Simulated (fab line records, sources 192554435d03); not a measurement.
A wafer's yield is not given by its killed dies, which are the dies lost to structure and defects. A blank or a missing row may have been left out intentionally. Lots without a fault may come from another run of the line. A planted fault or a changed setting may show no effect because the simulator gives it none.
Chamber matching :: flow n5Finfet :: N5_HKMG_FIN_ALD_75 on aldHk-01 has 4 sister chambers
The step deposits Al2O3, target thk 1 nm, co reactant pulse time 1 s. 7 wafers are shown with their chamber, then 7 later ones without.

## WAFERS WITH THEIR CHAMBER
wafer: L074.1
chamber: 2
heaterPowerW (W): 143
precursorPulseHeightRel: 0.970

wafer: L083.2
chamber: 2
heaterPowerW (W): 141
precursorPulseHeightRel: 1.011

wafer: L083.4
chamber: 3
heaterPowerW (W): 167
precursorPulseHeightRel: 1.032

wafer: L085.5
chamber: 0
heaterPowerW (W): 143
precursorPulseHeightRel: 1.009

wafer: L085.6
chamber: 1
heaterPowerW (W): 169
precursorPulseHeightRel: 0.989

wafer: L087.3
chamber: 1
heaterPowerW (W): 168
precursorPulseHeightRel: 0.973

wafer: L087.5
chamber: 0
heaterPowerW (W): 147
precursorPulseHeightRel: 0.975

## WAFERS WHOSE CHAMBER IS MISSING
wafer: L087.6
heaterPowerW (W): 167
precursorPulseHeightRel: 0.950

wafer: L093.2
heaterPowerW (W): 167
precursorPulseHeightRel: 1.032

wafer: L093.3
heaterPowerW (W): 170
precursorPulseHeightRel: 0.960

wafer: L093.4
heaterPowerW (W): 143
precursorPulseHeightRel: 0.971

wafer: L095.2
heaterPowerW (W): 170
precursorPulseHeightRel: 0.974

wafer: L095.5
heaterPowerW (W): 168
precursorPulseHeightRel: 0.992

wafer: L095.6
heaterPowerW (W): 140
precursorPulseHeightRel: 1.049

## EACH ONE'S CHAMBER
wafer: L087.6
from the rows above: 1
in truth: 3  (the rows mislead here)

wafer: L093.2
from the rows above: 3
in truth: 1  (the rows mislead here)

wafer: L093.3
from the rows above: 1
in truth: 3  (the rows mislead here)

wafer: L093.4
from the rows above: can't be placed: 2 or 0
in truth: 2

wafer: L095.2
from the rows above: 1
in truth: 1

wafer: L095.5
from the rows above: can't be placed: 1 or 3
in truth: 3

wafer: L095.6
from the rows above: can't be placed: 2 or 0
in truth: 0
1 of 7 placed correctly. Can't be placed from these rows: 3 (the true chamber is among the candidates in 3). 3 placed wrongly.
How it was worked out, from the rows above alone: a wafer's distance from a chamber is the root of the sum, over the readings, of the square of ((its reading less the chamber's mean) divided by the reading's scatter). The wafer belongs to the nearest chamber; if the next one is less than 2 further off, it can't be placed. A chamber's mean is the mean of its shown wafers. The scatter: the root of (the sum of the squares of (reading less its chamber's mean) over the shown wafers, divided by (wafers less chambers)).
